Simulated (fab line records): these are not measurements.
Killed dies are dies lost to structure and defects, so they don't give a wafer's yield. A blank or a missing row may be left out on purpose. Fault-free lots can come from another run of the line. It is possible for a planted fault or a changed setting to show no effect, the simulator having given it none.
fab line records	flow n5Finfet
[record] lots = 9	wafers = 27	lastDay = 19
route steps=1938 shown FIN_SAQP@126 BEOL_M4@1111
lots that met no fault: from a run of the same line without faults
startH: hours from the record's first day to the start of the lot's first wafer shown	waitH: how many hours have passed since the lot's step before this one	" identical to the entry in the row above	L1.1+2: a row that stands for several wafers	- value missing, or start not given	* or withheld: withheld	< > ~ a bound
route shown NAME@n: NAME is a module with steps in the file, n the number in the route of the first one	usual: the fault-free wafers' mean and standard deviation	same: alike in all rows	chamber/n: place in a boat	sites: the reading at each site	_std_site: the values' standard deviation	_edge_site: mean of outer sites minus mean of inner sites	radiusMm: how far each site lies from the wafer's centre	mask NAME#n: copy n	behind: the most recent tool/chamber to have shaped the wafer	hold: reason for holding the lot/hours on hold/outcome of the hold	device: the transistor (n, p or np) that didn't switch	end of line: at the end of the route, the tests of the same wafers	for a step that has no rows: nothing shown but its recipe	killed: dies lost to structure and defects at the first sort, not the wafer's yield	map: dies across one wafer; x = killed, . = not, _ = none there
set.NAME: the setting that was run; set.NAME@STEP: the one run at that earlier step	model.NAME: the simulator's own value behind a step, which no gauge read
a sample of lots followed through the steps of the route, with each step as a table and each wafer as a row
services: when a tool's chamber went out of use (startH, in hours from the record's first day, below 0 if earlier), for how many hours, and the reason
[[steps]]
[step N5_FIN_SAQP_SPACER1_ETCHBACK_25]
[recipe] chemistry = CHF3/O2	mode = anisotropicEtchback	target = SiO2	targetDepthA = 244	timeS = 12.2	pressureMtorr = 30	sourceW = 650	biasW = 170	Ar_flow_sccm = 200	CHF3_flow_sccm = 50	O2_flow_sccm = 5	ionEnergyEv = 200
[usual] drypumpMotorCurrentA = 5.9/0.49	mfcArSccm = 200.1/0.66	oesProductAu = 0.80/0.092	rfFwdPowerW = 645.4/2	rfVppV = 521/10	showerheadPlenumPTorr = 2.42/0.081	throttleValvePct = 18.93/0.24
lot.wafer	tool	chamber	startH	waitH	drypumpMotorCurrentA	mfcArSccm	oesProductAu	rfFwdPowerW	rfHoursCounterH	rfVppV	showerheadPlenumPTorr	throttleValvePct
L743.1	rieDiel-03	3	23.20	0.4	5.6	199.4	0.73	644.9	180	538	2.50	19.39
L743.4	"	0	"	"	6.0	199.9	0.94	644.7	-	523	2.37	18.83
L743.6	"	3	"	"	5.6	200.6	0.73	644.5	-	538	2.50	19.37
L746.4	rieDiel-03	3	42.84	0.4	5.6	199.7	0.73	643.1	-	540	2.50	19.40
L746.5	"	0	"	"	6.0	199.2	0.91	646.8	-	522	2.37	18.84
L746.6	"	2	"	"	6.7	199.4	0.95	646.4	-	508	2.48	19.04
L750.1	rieDiel-05	3	65.10	0.4	5.6	200.5	0.68	643.9	244	521	2.39	18.92
L750.2	"	0	"	"	5.3	200.0	0.94	646.2	6	511	2.49	18.82
L750.6	"	0	"	"	5.3	200.7	0.94	648.2	-	513	2.49	18.82
L751.1	rieDiel-03	2	72.84	0.4	6.7	200.2	0.92	643.7	17	509	2.48	19.05
L751.3	"	1	"	"	6.5	200.5	0.95	644.4	1	513	2.47	18.63
L751.4	"	3	"	"	5.6	199.7	0.72	642.7	202	539	2.50	19.41
L757.2	rieDiel-01	0	108.55	0.4	6.2	200.3	0.79	641.6	120	508	2.32	18.96
L757.3	"	1	"	"	6.4	198.7	0.89	646.4	25	511	2.37	18.50
L757.6	"	1	"	"	6.4	199.6	0.89	648.6	-	513	2.36	18.51
L758.2	rieDiel-05	0	116.90	0.5	5.3	200.3	0.88	645.8	30	513	2.48	18.84
L758.3	"	3	"	"	5.5	200.3	0.67	644.9	265	520	2.38	18.95
L758.5	"	3	"	"	5.5	200.8	0.66	646.5	-	520	2.38	18.95
L760.2	rieDiel-05	2	127.29	0.4	5.6	201.0	0.78	645.2	170	523	2.50	18.96
L760.5	"	0	"	"	5.3	200.0	0.88	644.2	-	513	2.48	18.86
L760.6	"	2	"	"	5.6	200.2	0.76	645.6	-	525	2.50	18.98
L765.2	rieDiel-05	0	158.85	0.4	5.3	199.7	0.84	641.7	51	513	2.47	18.88
L765.5	"	0	"	"	5.4	200.3	0.85	641.6	-	513	2.47	18.89
L765.6	"	2	"	"	5.6	201.0	0.76	647.3	-	525	2.49	19.00
L766.1	rieDiel-03	0	162.49	0.4	6.0	200.5	0.84	646.1	65	522	2.35	18.93
L766.5	"	3	"	"	5.6	199.6	0.68	644.9	-	537	2.48	19.46
L766.6	"	0	"	"	6.0	200.5	0.84	646.6	-	521	2.35	18.93
[step N5_FIN_SAQP_MANDREL1_REMOVE_56]
[recipe] chemistry = HBr/Cl2/O2	btTimeS = 10	target = a-Si	stopOn = SiNx	endpoint = OES-SiCl	overEtchFrac = 1	icpW = 600	biasW = 22	HBr_flow_sccm = 150	Cl2_flow_sccm = 80	O2_flow_sccm = 5	pressureMtorr = 10
[usual] drypumpMotorCurrentA = 5.7/0.55	oesProductAu = 1.001/0.015	rfFwdPowerW = 596.9/1.9	throttleValvePct = 36.6/0.32
lot.wafer	tool	chamber	startH	waitH	drypumpMotorCurrentA	oesProductAu	rfFwdPowerW	rfHoursCounterH	throttleValvePct
L743.1	rieSi-05	1	23.29	0.1	4.9	1.010	598.0	67	36.7
L743.4	"	3	"	"	5.7	1.007	596.0	3	37.1
L743.6	"	2	"	"	5.8	1.012	595.1	-	37.0
L746.4	rieSi-05	2	42.90	0.0	5.8	1.012	597.2	124	37.0
L746.5	"	2	"	"	5.8	1.012	595.0	-	37.0
L746.6	"	3	"	"	5.7	1.019	597.2	-	37.1
L750.1	rieSi-01	3	65.19	0.1	6.3	1.017	598.6	44	36.7
L750.2	"	2	"	"	5.7	0.984	598.4	6	36.5
L750.6	"	3	"	"	6.3	1.008	596.0	-	36.7
L751.1	rieSi-01	1	72.93	0.1	4.6	0.973	595.8	8	36.3
L751.3	"	0	"	"	6.0	1.011	595.2	198	36.0
L751.4	"	2	"	"	5.8	0.970	598.6	6	36.5
L757.2	rieSi-03	0	108.64	0.1	5.0	1.003	598.8	67	37.1
L757.3	"	1	"	"	6.4	0.989	596.3	80	36.7
L757.6	"	3	"	"	5.8	1.012	599.0	-	36.7
L758.2	rieSi-05	1	116.99	0.1	4.9	1.009	595.3	68	36.7
L758.3	"	0	"	"	6.4	1.004	595.7	5	36.5
L758.5	"	3	"	"	5.6	1.008	593.5	-	37.1
L760.2	rieSi-01	3	127.38	0.1	6.3	1.008	597.4	45	36.7
L760.5	"	3	"	"	6.3	1.014	597.0	-	36.7
L760.6	"	1	"	"	4.7	0.985	596.9	-	36.3
L765.2	rieSi-01	1	158.94	0.1	4.7	0.986	597.7	10	36.3
L765.5	"	3	"	"	6.3	1.012	599.8	-	36.7
L765.6	"	0	"	"	6.0	1.003	594.1	-	36.1
L766.1	rieSi-01	2	162.58	0.1	5.7	0.970	595.2	8	36.5
L766.5	"	3	"	"	6.2	1.003	595.3	-	36.7
L766.6	"	0	"	"	6.0	0.997	597.5	-	36.2
[step N5_FIN_SAQP_COAT_68]
[recipe] resist = SOC	tempC = 250	timeS = 60	spinRpm = 1500	resistThkNm = 100
[usual] spinSpeedRpm = 1500.1/0.9
lot.wafer	tool	chamber	startH	waitH	spinSpeedRpm
L743.1	lithoTrack-02	0	24.05	0.3	1500.1
L743.4	"	0	"	"	1499.6
L743.6	"	0	"	"	1500.7
L746.4	lithoTrack-01	0	43.68	0.2	1500.4
L746.5	"	0	"	"	1501.0
L746.6	"	0	"	"	1499.4
L750.1	lithoTrack-01	0	66.25	0.3	1499.6
L750.2	"	0	"	"	1499.4
L750.6	"	0	"	"	1499.1
L751.1	lithoTrack-01	0	73.75	0.3	1499.6
L751.3	"	0	"	"	1499.2
L751.4	"	0	"	"	1500.5
L757.2	lithoTrack-01	0	109.41	0.3	1553.8
L757.3	"	0	"	"	1557.6
L757.6	"	0	"	"	1556.3
L758.2	lithoTrack-03	0	117.76	0.3	1499.7
L758.3	"	0	"	"	1498.1
L758.5	"	0	"	"	1499.4
L760.2	lithoTrack-01	0	128.15	0.3	1555.6
L760.5	"	0	"	"	1555.8
L760.6	"	0	"	"	1555.7
L765.2	lithoTrack-02	0	159.71	0.3	1500.2
L765.5	"	0	"	"	1500.7
L765.6	"	0	"	"	1499.8
L766.1	lithoTrack-02	0	163.36	0.3	1499.0
L766.5	"	0	"	"	1500.6
L766.6	"	0	"	"	1501.0
[step N5_FIN_SAQP_CD_MEAS_31]
[recipe] targetCdNm = 8	landingEnergyEv = 1000	detector = seInlens	polarity = line
[usual] cdNm = 8.09/0.2
[same] landingEnergyEv = 1000
lot.wafer	tool	chamber	startH	waitH	cdNm
L743.1	cdSem-01	0	25.79	0.1	8.19
L743.4	"	0	"	"	8.22
L743.6	"	0	"	"	7.87
L746.4	cdSem-02	0	44.61	0.1	7.89
L746.5	"	0	"	"	7.93
L746.6	"	0	"	"	8.23
L750.1	cdSem-02	0	67.16	0.1	8.19
L750.2	"	0	"	"	8.09
L750.6	"	0	"	"	7.99
L751.1	cdSem-01	0	74.99	0.1	8.09
L751.3	"	0	"	"	8.47
L751.4	"	0	"	"	7.97
L757.2	cdSem-01	0	110.30	0.1	8.01
L757.3	"	0	"	"	8.12
L757.6	"	0	"	"	8.32
L758.2	cdSem-03	0	118.67	0.1	8.10
L758.3	"	0	"	"	8.01
L758.5	"	0	"	"	7.93
L760.2	cdSem-02	0	129.13	0.1	8.35
L760.5	"	0	"	"	8.36
L760.6	"	0	"	"	8.05
L765.2	cdSem-01	0	160.62	0.1	8.24
L765.5	"	0	"	"	8.05
L765.6	"	0	"	"	8.28
L766.1	cdSem-02	0	164.28	0.1	7.81
L766.5	"	0	"	"	8.15
L766.6	"	0	"	"	7.99
[step N5_BEOL_M4_RC_MEAS_101]
[usual] DIBL_N = 36.0/1.7	DIBL_P = 36.2/1.9	IOFF_N = 0.154/0.028	IOFF_P = 0.21/0.036	ION_N = 675/11	ION_P = 463/8.3	SS_N = 71.4/0.63	SS_P = 73.2/0.55	VT_N = 250.2/3	VT_P = -251/3.7
lot.wafer	tool	chamber	startH	waitH	DIBL_N[mV/V]	DIBL_P[mV/V]	IOFF_N[nA/um]	IOFF_P[nA/um]	ION_N[uA/um]	ION_P[uA/um]	SS_N[mV/dec]	SS_P[mV/dec]	VT_N[mV]	VT_P[mV]
L743.1	prober-02	0	192.80	0.0	37.5	37.4	0.178	0.29	673	469	71.7	73.6	248.0	-242
L743.4	"	0	"	"	34.2	33.4	0.133	0.23	672	475	70.0	73.3	251.1	-245
L743.6	"	0	"	"	36.4	35.8	0.157	0.26	666	468	71.2	73.5	253.0	-243
L746.4	prober-02	0	244.44	0.5	32.7	32.2	0.103	0.16	668	463	70.7	72.2	255.7	-256
L746.5	"	0	"	"	35.9	34.8	0.140	0.19	672	457	70.7	73.0	251.5	-255
L746.6	"	0	"	"	36.7	36.0	0.152	0.20	678	458	70.6	73.6	250.0	-251
L750.1	prober-01	0	269.35	0.0	36.9	37.4	0.154	0.20	673	455	71.7	73.4	252.1	-252
L750.2	"	0	"	"	35.5	35.5	0.126	0.18	660	455	72.1	72.6	252.8	-252
L750.6	"	0	"	"	36.7	36.4	0.142	0.18	670	455	71.4	73.1	250.3	-254
L751.1	prober-01	0	276.31	0.0	32.5	32.9	0.102	0.15	657	452	70.8	71.7	255.7	-254
L751.3	"	0	"	"	35.8	37.7	0.158	0.21	673	465	71.1	73.0	249.3	-248
L751.4	"	0	"	"	33.1	34.8	0.113	0.17	662	463	70.6	72.3	252.1	-254
L758.2	prober-02	0	310.04	0.2	35.8	34.7	0.133	0.21	668	463	70.8	73.0	252.7	-247
L758.3	"	0	"	"	36.9	37.0	0.160	0.25	669	465	71.2	73.9	245.8	-246
L758.5	"	0	"	"	35.5	34.6	0.142	0.22	665	466	70.7	72.5	247.8	-248
L760.2	prober-01	0	330.34	0.2	34.8	35.1	0.140	0.18	665	452	71.5	73.5	250.6	-255
L760.5	"	0	"	"	32.6	32.5	0.105	0.15	658	454	70.6	73.3	256.1	-255
L760.6	"	0	"	"	35.5	35.8	0.151	0.20	662	457	70.9	73.1	249.8	-253
L757.2	prober-01	0	334.07	0.2	34.4	35.3	0.136	0.18	673	459	71.2	72.1	250.9	-252
L757.3	"	0	"	"	36.4	36.9	0.170	0.21	685	470	71.1	73.6	245.4	-248
L757.6	"	0	"	"	36.0	36.5	0.150	0.20	678	466	71.1	72.4	247.7	-248
L765.2	prober-01	0	344.31	0.2	36.7	35.6	0.158	0.24	666	465	71.5	73.4	252.7	-247
L765.5	"	0	"	"	37.2	37.2	0.174	0.26	677	471	71.2	73.7	247.7	-243
L765.6	"	0	"	"	36.0	34.8	0.164	0.23	686	477	71.5	73.0	248.4	-247
L766.1	prober-02	0	347.04	0.0	36.1	36.9	0.145	0.21	660	455	71.4	73.0	253.2	-253
L766.5	"	0	"	"	35.9	34.8	0.148	0.19	662	456	71.4	72.7	252.0	-252
L766.6	"	0	"	"	37.9	39.6	0.192	0.25	697	471	72.3	73.9	247.7	-249
[[services]]
tool	chamber	startH	hours	kind
rieDiel-01	2	0.25	4.0	repair
rieDiel-03	3	3.77	3.7	repair
rieDiel-03	2	16.37	-	clean
rieDiel-03	2	16.37	-	consumableReplace:focusRing
rieDiel-03	2	16.37	14.0	scheduledDown
rieDiel-03	2	16.37	14.0	ventCycle
rieDiel-01	3	22.47	13.9	repair
rieDiel-05	0	23.53	-	clean
rieDiel-05	0	23.53	-	consumableReplace:focusRing
rieDiel-05	0	23.53	21.8	scheduledDown
rieDiel-05	0	23.53	21.8	ventCycle
rieSi-05	-	26.41	2.8	pm
rieDiel-03	1	42.06	-	clean
rieDiel-03	1	42.06	-	consumableReplace:focusRing
rieDiel-05	2	60.15	2.0	repair
rieDiel-05	1	84.10	21.9	repair
rieDiel-05	3	96.30	1.8	repair
rieDiel-05	2	100.11	16.3	repair
rieSi-01	0	110.99	-	clean
rieSi-01	0	110.99	24.2	scheduledDown
rieSi-01	0	110.99	24.2	ventCycle
rieDiel-05	3	119.45	6.4	repair
rieSi-03	3	139.42	31.8	repair
rieDiel-03	2	157.49	2.7	repair
[[key]]
[firstSign] step = N5_FIN_SAQP_COAT_68	reading = spinSpeedRpm	direction = up	sigmas = 62	usual = *	struck = *
effect none on later readings
metAt N5_FIN_SAQP_COAT_68
struckLots L757,L760
notActingAt N5_FIN_SAQP_SPACER1_ETCHBACK_25,N5_FIN_SAQP_MANDREL1_REMOVE_56,N5_FIN_SAQP_CD_MEAS_31
onsetBetween 73.75 109.41
[fault] kind = processParameterDrift	tool = lithoTrack-01	chamber = -	onsetH = 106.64	steps = N5_FIN_SAQP_COAT_68	channel = spinRpm	offset = *	shape = step	endH = 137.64	actsIn = *	stated = *
